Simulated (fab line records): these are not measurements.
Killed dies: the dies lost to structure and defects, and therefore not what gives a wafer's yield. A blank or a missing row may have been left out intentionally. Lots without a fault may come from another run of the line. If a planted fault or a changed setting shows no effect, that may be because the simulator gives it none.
Which tool did it? / flow nand-harc / Sampling: 12 lots, 36 wafers, 4 of 1159 route steps

== WHAT EACH GAUGE READ, for each wafer ==
The record holds no reading of a measuring or inspecting step that can be judged against a usual standard deviation.

== WHICH TOOL RAN EACH LOT (tool, then ch and the chambers of the sampled wafers, then the start) ==
lot=L340; NHARC_A_SLIT_ETCH_29=rie-diel-04 ch 0,2,3, day 14 04:29; NHARC_A_SLIT_STRIP_18=rie-diel-04 ch 0,1,2, day 14 18:55 or earlier; NHARC_A_WL_FILL_ETCHBACK_04=rie-metal-01 ch 0,1, day 14 18:55; NHARC_A_WL_FILL_STRIP_27=plasma-asher-01 ch 0,1, day 14 19:19
lot=L339; NHARC_A_SLIT_ETCH_29=rie-diel-04 ch 2,3, day 14 06:10; NHARC_A_SLIT_STRIP_18=rie-diel-04 ch 0,3, day 14 19:01 or earlier; NHARC_A_WL_FILL_ETCHBACK_04=rie-metal-02 ch 0,1, day 14 19:01; NHARC_A_WL_FILL_STRIP_27=plasma-asher-02 ch 0,1, day 14 19:22
lot=L345; NHARC_A_SLIT_ETCH_29=rie-diel-04 ch 0,1,2, day 15 12:43; NHARC_A_SLIT_STRIP_18=rie-diel-04 ch 0,2,3, day 16 04:06 or earlier; NHARC_A_WL_FILL_ETCHBACK_04=rie-metal-02 ch 0,1, day 16 04:06; NHARC_A_WL_FILL_STRIP_27=plasma-asher-01 ch 0,1, day 16 04:32
lot=L346; NHARC_A_SLIT_ETCH_29=rie-diel-04 ch 0,2,3, day 15 14:18; NHARC_A_SLIT_STRIP_18=rie-diel-04 ch 0,1,2, day 16 01:15 or earlier; NHARC_A_WL_FILL_ETCHBACK_04=rie-metal-03 ch 0,1, day 16 01:15; NHARC_A_WL_FILL_STRIP_27=plasma-asher-01 ch 0,1, day 16 01:39
lot=L344; NHARC_A_SLIT_ETCH_29=rie-diel-07 ch 1,2,3, day 15 14:40; NHARC_A_SLIT_STRIP_18=rie-diel-07 ch 0,3, day 16 01:34 or earlier; NHARC_A_WL_FILL_ETCHBACK_04=rie-metal-01 ch 0,1, day 16 01:34; NHARC_A_WL_FILL_STRIP_27=plasma-asher-01 ch 0,1, day 16 01:55
lot=L349; NHARC_A_SLIT_ETCH_29=rie-diel-11 ch 1,2, day 16 21:37; NHARC_A_SLIT_STRIP_18=rie-diel-11 ch 0,1,2, day 17 17:44 or earlier; NHARC_A_WL_FILL_ETCHBACK_04=rie-metal-03 ch 0,1, day 17 17:44; NHARC_A_WL_FILL_STRIP_27=plasma-asher-02 ch 0,1, day 17 18:04
lot=L347; NHARC_A_SLIT_ETCH_29=rie-diel-04 ch 2,3, day 16 21:47; NHARC_A_SLIT_STRIP_18=rie-diel-04 ch 0,2,3, day 17 17:30 or earlier; NHARC_A_WL_FILL_ETCHBACK_04=rie-metal-02 ch 0,1, day 17 17:30; NHARC_A_WL_FILL_STRIP_27=plasma-asher-02 ch 0,1, day 17 17:55
lot=L350; NHARC_A_SLIT_ETCH_29=rie-diel-07 ch 0,2,3, day 17 15:29; NHARC_A_SLIT_STRIP_18=rie-diel-07 ch 1,2,3, day 18 06:28 or earlier; NHARC_A_WL_FILL_ETCHBACK_04=rie-metal-01 ch 0,1, day 18 06:28; NHARC_A_WL_FILL_STRIP_27=plasma-asher-02 ch 0,1, day 18 06:52
lot=L351; NHARC_A_SLIT_ETCH_29=rie-diel-04 ch 0,1,2, day 17 17:10; NHARC_A_SLIT_STRIP_18=rie-diel-04 ch 0,1,2, day 18 06:35 or earlier; NHARC_A_WL_FILL_ETCHBACK_04=rie-metal-02 ch 0,1, day 18 06:35; NHARC_A_WL_FILL_STRIP_27=plasma-asher-02 ch 0,1, day 18 06:59
lot=L355; NHARC_A_SLIT_ETCH_29=rie-diel-07 ch 0,1, day 18 11:35; NHARC_A_SLIT_STRIP_18=rie-diel-07 ch 0,1, day 18 23:21 or earlier; NHARC_A_WL_FILL_ETCHBACK_04=rie-metal-01 ch 0,1, day 18 23:21; NHARC_A_WL_FILL_STRIP_27=plasma-asher-02 ch 0,1, day 18 23:41
lot=L361; NHARC_A_SLIT_ETCH_29=rie-diel-04 ch 0,1,2, day 20 03:49; NHARC_A_SLIT_STRIP_18=rie-diel-04 ch 0,2, day 20 16:59 or earlier; NHARC_A_WL_FILL_ETCHBACK_04=rie-metal-01 ch 0,1, day 20 16:59; NHARC_A_WL_FILL_STRIP_27=plasma-asher-02 ch 0,1, day 20 17:22
lot=L360; NHARC_A_SLIT_ETCH_29=rie-diel-11 ch 1,2,3, day 20 05:16; NHARC_A_SLIT_STRIP_18=rie-diel-11 ch 0,3, day 20 17:37 or earlier; NHARC_A_WL_FILL_ETCHBACK_04=rie-metal-03 ch 0,1, day 20 17:37; NHARC_A_WL_FILL_STRIP_27=plasma-asher-01 ch 1, day 20 18:01
- NHARC_A_SLIT_ETCH_29: etches the open film in CF4/O2, target depth 100 nm, overetch 10 nm, time 55 s.
- NHARC_A_SLIT_STRIP_18: strips in O2.
- NHARC_A_WL_FILL_ETCHBACK_04: etches the open film in NF3, target depth 60 nm, time 120 s.
- NHARC_A_WL_FILL_STRIP_27: strips in N2/H2, time 20 s.

== WHAT THE TOOLS THEMSELVES READ (means of the sampled wafers that have a number; where no wafer has one, the mark that the record gives instead) ==
NHARC_A_SLIT_ETCH_29. Usual: value, then standard deviation, for each; bias-w 100.0 W / 0.33; drypump-motor-current-A 6.0 A / 0.42; oes_o_777_au 1.000 a.u. / 0.005; oes-product-au 1.001 a.u. / 0.0093; rf-vpp-V 198.2 V / 1.3; showerhead-plenum-p-Torr 1.35 Torr / 0.051; throttle-valve-pct 13.399 % / 0.0086.
lot=L340; tool=rie-diel-04; bias-w (W)=99.7; drypump-motor-current-A (A)=6.2; oes_o_777_au (a.u.)=1.002; oes-product-au (a.u.)=1.004; rf-vpp-V (V)=198.3; showerhead-plenum-p-Torr (Torr)=1.36; throttle-valve-pct (%)=13.391; flag=
lot=L339; tool=rie-diel-04; bias-w (W)=99.9; drypump-motor-current-A (A)=6.2; oes_o_777_au (a.u.)=1.001; oes-product-au (a.u.)=1.002; rf-vpp-V (V)=197.6; showerhead-plenum-p-Torr (Torr)=1.35; throttle-valve-pct (%)=13.392; flag=
lot=L345; tool=rie-diel-04; bias-w (W)=100.1; drypump-motor-current-A (A)=6.2; oes_o_777_au (a.u.)=0.997; oes-product-au (a.u.)=1.003; rf-vpp-V (V)=198.0; showerhead-plenum-p-Torr (Torr)=1.35; throttle-valve-pct (%)=13.400; flag=
lot=L346; tool=rie-diel-04; bias-w (W)=100.0; drypump-motor-current-A (A)=6.2; oes_o_777_au (a.u.)=0.999; oes-product-au (a.u.)=1.003; rf-vpp-V (V)=197.6; showerhead-plenum-p-Torr (Torr)=1.36; throttle-valve-pct (%)=13.392; flag=
lot=L344; tool=rie-diel-07; bias-w (W)=100.2; drypump-motor-current-A (A)=5.6; oes_o_777_au (a.u.)=1.000; oes-product-au (a.u.)=1.000; rf-vpp-V (V)=197.0; showerhead-plenum-p-Torr (Torr)=1.32; throttle-valve-pct (%)=13.394; flag=
lot=L349; tool=rie-diel-11; bias-w (W)=100.3; drypump-motor-current-A (A)=6.4; oes_o_777_au (a.u.)=1.004; oes-product-au (a.u.)=1.007; rf-vpp-V (V)=196.7; showerhead-plenum-p-Torr (Torr)=1.29; throttle-valve-pct (%)=13.393; flag=
lot=L347; tool=rie-diel-04; bias-w (W)=99.4; drypump-motor-current-A (A)=6.3; oes_o_777_au (a.u.)=1.001; oes-product-au (a.u.)=0.991; rf-vpp-V (V)=199.1; showerhead-plenum-p-Torr (Torr)=1.35; throttle-valve-pct (%)=13.395; flag=
lot=L350; tool=rie-diel-07; bias-w (W)=100.1; drypump-motor-current-A (A)=5.4; oes_o_777_au (a.u.)=0.999; oes-product-au (a.u.)=1.008; rf-vpp-V (V)=196.7; showerhead-plenum-p-Torr (Torr)=1.30; throttle-valve-pct (%)=13.402; flag=
lot=L351; tool=rie-diel-04; bias-w (W)=99.8; drypump-motor-current-A (A)=6.2; oes_o_777_au (a.u.)=0.999; oes-product-au (a.u.)=1.005; rf-vpp-V (V)=198.3; showerhead-plenum-p-Torr (Torr)=1.35; throttle-valve-pct (%)=13.398; flag=
lot=L355; tool=rie-diel-07; bias-w (W)=100.0; drypump-motor-current-A (A)=5.7; oes_o_777_au (a.u.)=0.998; oes-product-au (a.u.)=1.004; rf-vpp-V (V)=199.5; showerhead-plenum-p-Torr (Torr)=1.41; throttle-valve-pct (%)=13.403; flag=
lot=L361; tool=rie-diel-04; bias-w (W)=99.7; drypump-motor-current-A (A)=6.2; oes_o_777_au (a.u.)=0.998; oes-product-au (a.u.)=0.998; rf-vpp-V (V)=198.4; showerhead-plenum-p-Torr (Torr)=1.35; throttle-valve-pct (%)=13.400; flag=
lot=L360; tool=rie-diel-11; bias-w (W)=100.2; drypump-motor-current-A (A)=5.9; oes_o_777_au (a.u.)=1.003; oes-product-au (a.u.)=1.000; rf-vpp-V (V)=199.3; showerhead-plenum-p-Torr (Torr)=1.34; throttle-valve-pct (%)=13.392; flag=

NHARC_A_SLIT_STRIP_18. Usual: drypump-motor-current-A 6.0 A, standard deviation 0.43; oes-product-au 1.001 a.u., standard deviation 0.0094; rf-vpp-V 58.0 V, standard deviation 0.85; showerhead-plenum-p-Torr 3.58 Torr, standard deviation 0.13; throttle-valve-pct 17.037 %, standard deviation 0.0092.
lot=L340; tool=rie-diel-04; drypump-motor-current-A (A)=6.2; oes-product-au (a.u.)=1.005; rf-vpp-V (V)=57.7; showerhead-plenum-p-Torr (Torr)=3.58; throttle-valve-pct (%)=17.032; flag=
lot=L339; tool=rie-diel-04; drypump-motor-current-A (A)=6.1; oes-product-au (a.u.)=1.009; rf-vpp-V (V)=57.5; showerhead-plenum-p-Torr (Torr)=3.61; throttle-valve-pct (%)=17.033; flag=
lot=L345; tool=rie-diel-04; drypump-motor-current-A (A)=6.2; oes-product-au (a.u.)=1.005; rf-vpp-V (V)=58.7; showerhead-plenum-p-Torr (Torr)=3.59; throttle-valve-pct (%)=17.031; flag=
lot=L346; tool=rie-diel-04; drypump-motor-current-A (A)=6.2; oes-product-au (a.u.)=0.996; rf-vpp-V (V)=57.8; showerhead-plenum-p-Torr (Torr)=3.58; throttle-valve-pct (%)=17.052; flag=
lot=L344; tool=rie-diel-07; drypump-motor-current-A (A)=5.3; oes-product-au (a.u.)=1.011; rf-vpp-V (V)=58.4; showerhead-plenum-p-Torr (Torr)=3.56; throttle-valve-pct (%)=17.034; flag=
lot=L349; tool=rie-diel-11; drypump-motor-current-A (A)=6.2; oes-product-au (a.u.)=0.988; rf-vpp-V (V)=58.1; showerhead-plenum-p-Torr (Torr)=3.53; throttle-valve-pct (%)=17.040; flag=
lot=L347; tool=rie-diel-04; drypump-motor-current-A (A)=6.2; oes-product-au (a.u.)=0.997; rf-vpp-V (V)=57.9; showerhead-plenum-p-Torr (Torr)=3.59; throttle-valve-pct (%)=17.038; flag=
lot=L350; tool=rie-diel-07; drypump-motor-current-A (A)=5.7; oes-product-au (a.u.)=0.998; rf-vpp-V (V)=57.3; showerhead-plenum-p-Torr (Torr)=3.49; throttle-valve-pct (%)=17.048; flag=
lot=L351; tool=rie-diel-04; drypump-motor-current-A (A)=6.2; oes-product-au (a.u.)=1.005; rf-vpp-V (V)=58.0; showerhead-plenum-p-Torr (Torr)=3.58; throttle-valve-pct (%)=17.035; flag=
lot=L355; tool=rie-diel-07; drypump-motor-current-A (A)=5.5; oes-product-au (a.u.)=0.999; rf-vpp-V (V)=58.8; showerhead-plenum-p-Torr (Torr)=3.66; throttle-valve-pct (%)=17.046; flag=
lot=L361; tool=rie-diel-04; drypump-motor-current-A (A)=6.2; oes-product-au (a.u.)=1.004; rf-vpp-V (V)=58.2; showerhead-plenum-p-Torr (Torr)=3.56; throttle-valve-pct (%)=17.032; flag=
lot=L360; tool=rie-diel-11; drypump-motor-current-A (A)=5.8; oes-product-au (a.u.)=0.991; rf-vpp-V (V)=58.6; showerhead-plenum-p-Torr (Torr)=3.71; throttle-valve-pct (%)=17.033; flag=

NHARC_A_WL_FILL_ETCHBACK_04. Usual: drypump-motor-current-A 5.8 A, standard deviation 0.37; oes-product-au 0.999 a.u., standard deviation 0.0091.
lot=L340; tool=rie-metal-01; drypump-motor-current-A (A)=6.1; oes-product-au (a.u.)=0.991; flag=
lot=L339; tool=rie-metal-02; drypump-motor-current-A (A)=5.5; oes-product-au (a.u.)=1.015; flag=
lot=L345; tool=rie-metal-02; drypump-motor-current-A (A)=5.5; oes-product-au (a.u.)=1.010; flag=
lot=L346; tool=rie-metal-03; drypump-motor-current-A (A)=5.7; oes-product-au (a.u.)=0.995; flag=
lot=L344; tool=rie-metal-01; drypump-motor-current-A (A)=6.1; oes-product-au (a.u.)=0.997; flag=
lot=L349; tool=rie-metal-03; drypump-motor-current-A (A)=5.7; oes-product-au (a.u.)=1.003; flag=
lot=L347; tool=rie-metal-02; drypump-motor-current-A (A)=5.9; oes-product-au (a.u.)=0.990; flag=
lot=L350; tool=rie-metal-01; drypump-motor-current-A (A)=5.9; oes-product-au (a.u.)=0.991; flag=
lot=L351; tool=rie-metal-02; drypump-motor-current-A (A)=5.9; oes-product-au (a.u.)=0.998; flag=
lot=L355; tool=rie-metal-01; drypump-motor-current-A (A)=5.9; oes-product-au (a.u.)=0.993; flag=
lot=L361; tool=rie-metal-01; drypump-motor-current-A (A)=5.9; oes-product-au (a.u.)=0.995; flag=
lot=L360; tool=rie-metal-03; drypump-motor-current-A (A)=5.7; oes-product-au (a.u.)=1.214; flag=OFF

NHARC_A_WL_FILL_STRIP_27. Usual: drypump-motor-current-A 6.0 A, standard deviation 0.51; heater-power-w 336 W, standard deviation 37.
lot=L340; tool=plasma-asher-01; drypump-motor-current-A (A)=6.4; heater-power-w (W)=342; flag=
lot=L339; tool=plasma-asher-02; drypump-motor-current-A (A)=5.5; heater-power-w (W)=301; flag=
lot=L345; tool=plasma-asher-01; drypump-motor-current-A (A)=6.4; heater-power-w (W)=354; flag=
lot=L346; tool=plasma-asher-01; drypump-motor-current-A (A)=6.4; heater-power-w (W)=338; flag=
lot=L344; tool=plasma-asher-01; drypump-motor-current-A (A)=6.4; heater-power-w (W)=354; flag=
lot=L349; tool=plasma-asher-02; drypump-motor-current-A (A)=5.7; heater-power-w (W)=334; flag=
lot=L347; tool=plasma-asher-02; drypump-motor-current-A (A)=5.5; heater-power-w (W)=311; flag=
lot=L350; tool=plasma-asher-02; drypump-motor-current-A (A)=5.7; heater-power-w (W)=341; flag=
lot=L351; tool=plasma-asher-02; drypump-motor-current-A (A)=5.7; heater-power-w (W)=339; flag=
lot=L355; tool=plasma-asher-02; drypump-motor-current-A (A)=5.7; heater-power-w (W)=340; flag=
lot=L361; tool=plasma-asher-02; drypump-motor-current-A (A)=5.4; heater-power-w (W)=313; flag=
lot=L360; tool=plasma-asher-01; drypump-motor-current-A (A)=6.3; heater-power-w (W)=348; flag=

== THE ANSWER, worked out from the rows above alone ==
Rule: a lot is off if the mean of its wafers that have a number lies more than 3 standard deviations from the usual mean. A lot without any number at a reading at which 4 lots or more have one is off too. Where the step has rows for the other lots, those lots are counted as sound. First the gauges in route order, then the tools' own readings, where a lot's mean is used as printed above. The first step at which some lot is off is used, and at that step the reading that is off furthest; a lot without a number counts as furthest.
Off: L360 (NHARC_A_WL_FILL_ETCHBACK_04, oes-product-au).
A tool fits if, at that step or a process step before it, it ran every lot that is off, and no sound lot after the first of them. NHARC_A_SLIT_STRIP_18 gives no start for some lots, so the hours and the order of its lots are those of NHARC_A_WL_FILL_ETCHBACK_04. 2 tools fit, rie-diel-11 at NHARC_A_SLIT_ETCH_29 and NHARC_A_SLIT_STRIP_18 and rie-metal-03 at NHARC_A_WL_FILL_ETCHBACK_04, so this cannot tell which one it is.

== WHAT THE SIMULATOR HAD INSERTED ==
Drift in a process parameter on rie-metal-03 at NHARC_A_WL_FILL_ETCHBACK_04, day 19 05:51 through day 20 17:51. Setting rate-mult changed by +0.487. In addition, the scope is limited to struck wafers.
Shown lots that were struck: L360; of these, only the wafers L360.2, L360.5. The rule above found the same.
